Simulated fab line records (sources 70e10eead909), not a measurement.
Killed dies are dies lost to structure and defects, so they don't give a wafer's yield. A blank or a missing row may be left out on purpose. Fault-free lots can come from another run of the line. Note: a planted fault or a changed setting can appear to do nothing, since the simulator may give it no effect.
Chamber matching || flow nand_harc || NHARC_A_STAIRCASE_ETCH_253 on rie_diel-07: 4 sister chambers
The step etches the open film in C4F8/O2, target depth 50 nm, time 20.2 s. 14 wafers are shown with their chamber, then 7 later ones without.

== EACH WAFER AND ITS CHAMBER ==
{"wafer": "L074.3", "chamber": 0, "rf_vpp_V (V)": 893, "rf_fwd_power_W (W)": 591, "oes_product_au (a.u.)": 0.962}
{"wafer": "L074.4", "chamber": 1, "rf_vpp_V (V)": 895, "rf_fwd_power_W (W)": 593, "oes_product_au (a.u.)": 0.936}
{"wafer": "L074.5", "chamber": 3, "rf_vpp_V (V)": 896, "rf_fwd_power_W (W)": 588, "oes_product_au (a.u.)": 0.967}
{"wafer": "L081.2", "chamber": 2, "rf_vpp_V (V)": 903, "rf_fwd_power_W (W)": 587, "oes_product_au (a.u.)": 0.992}
{"wafer": "L081.4", "chamber": 1, "rf_vpp_V (V)": 893, "rf_fwd_power_W (W)": 593, "oes_product_au (a.u.)": 0.943}
{"wafer": "L081.5", "chamber": 0, "rf_vpp_V (V)": 892, "rf_fwd_power_W (W)": 588, "oes_product_au (a.u.)": 0.958}
{"wafer": "L086.1", "chamber": 0, "rf_vpp_V (V)": 893, "rf_fwd_power_W (W)": 590, "oes_product_au (a.u.)": 0.969}
{"wafer": "L086.2", "chamber": 3, "rf_vpp_V (V)": 895, "rf_fwd_power_W (W)": 591, "oes_product_au (a.u.)": 0.976}
{"wafer": "L086.5", "chamber": 3, "rf_vpp_V (V)": 895, "rf_fwd_power_W (W)": 588, "oes_product_au (a.u.)": 0.976}
{"wafer": "L089.2", "chamber": 1, "rf_vpp_V (V)": 894, "rf_fwd_power_W (W)": 592, "oes_product_au (a.u.)": 0.946}
{"wafer": "L089.4", "chamber": 3, "rf_vpp_V (V)": 894, "rf_fwd_power_W (W)": 586, "oes_product_au (a.u.)": 0.938}
{"wafer": "L089.6", "chamber": 3, "rf_vpp_V (V)": 895, "rf_fwd_power_W (W)": 587, "oes_product_au (a.u.)": 0.941}
{"wafer": "L090.1", "chamber": 3, "rf_vpp_V (V)": 894, "rf_fwd_power_W (W)": 588, "oes_product_au (a.u.)": 0.953}
{"wafer": "L090.2", "chamber": 0, "rf_vpp_V (V)": 892, "rf_fwd_power_W (W)": 588, "oes_product_au (a.u.)": 0.926}

SIGNATURES, as means of the wafers listed above
{"reading": "rf_vpp_V", "chamber 0": 892.50, "chamber 1": 894.00, "chamber 2": 903.00, "chamber 3": 894.83, "scatter within a chamber": 0.764}
{"reading": "rf_fwd_power_W", "chamber 0": 589.25, "chamber 1": 592.67, "chamber 2": 587.00, "chamber 3": 588.00, "scatter within a chamber": 1.46}
{"reading": "oes_product_au", "chamber 0": 0.95375, "chamber 1": 0.94167, "chamber 2": 0.99200, "chamber 3": 0.95850, "scatter within a chamber": 0.0161}
Rule: a wafer's distance from a chamber is the root of the sum, over the readings, of the square of ((its reading less the chamber's mean) divided by the reading's scatter). The wafer belongs to the nearest chamber; if the next one is less than 2 further off, it can't be placed. The scatter is the square root of a quotient: the sum, over the shown wafers, of each reading's squared deviation from its chamber's mean, divided by wafers minus chambers.

== WAFERS WHOSE CHAMBER IS MISSING ==
{"wafer": "L090.3", "rf_vpp_V (V)": 894, "rf_fwd_power_W (W)": 591, "oes_product_au (a.u.)": 0.965}
{"wafer": "L091.3", "rf_vpp_V (V)": 901, "rf_fwd_power_W (W)": 586, "oes_product_au (a.u.)": 0.973}
{"wafer": "L091.5", "rf_vpp_V (V)": 893, "rf_fwd_power_W (W)": 592, "oes_product_au (a.u.)": 0.957}
{"wafer": "L091.6", "rf_vpp_V (V)": 893, "rf_fwd_power_W (W)": 588, "oes_product_au (a.u.)": 0.934}
{"wafer": "L095.1", "rf_vpp_V (V)": 893, "rf_fwd_power_W (W)": 594, "oes_product_au (a.u.)": 0.958}
{"wafer": "L095.2", "rf_vpp_V (V)": 902, "rf_fwd_power_W (W)": 592, "oes_product_au (a.u.)": 0.963}
{"wafer": "L095.6", "rf_vpp_V (V)": 892, "rf_fwd_power_W (W)": 585, "oes_product_au (a.u.)": 0.950}

== WHICH CHAMBER EACH ONE RAN IN ==
{"wafer": "L090.3", "from the rows above": "can't be placed: 1 or 3 or 0", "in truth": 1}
{"wafer": "L091.3", "from the rows above": 2, "in truth": 2}
{"wafer": "L091.5", "from the rows above": "can't be placed: 1 or 0 or 3", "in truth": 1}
{"wafer": "L091.6", "from the rows above": "can't be placed: 0 or 3 or 1", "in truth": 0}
{"wafer": "L095.1", "from the rows above": "can't be placed: 1 or 0", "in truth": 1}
{"wafer": "L095.2", "from the rows above": 2, "in truth": 2}
{"wafer": "L095.6", "from the rows above": "can't be placed: 0 or 3", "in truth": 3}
2 of 7 placed correctly. Not placeable from these rows: 5 (in 5, the candidates include the true chamber). Wrongly placed: 0.
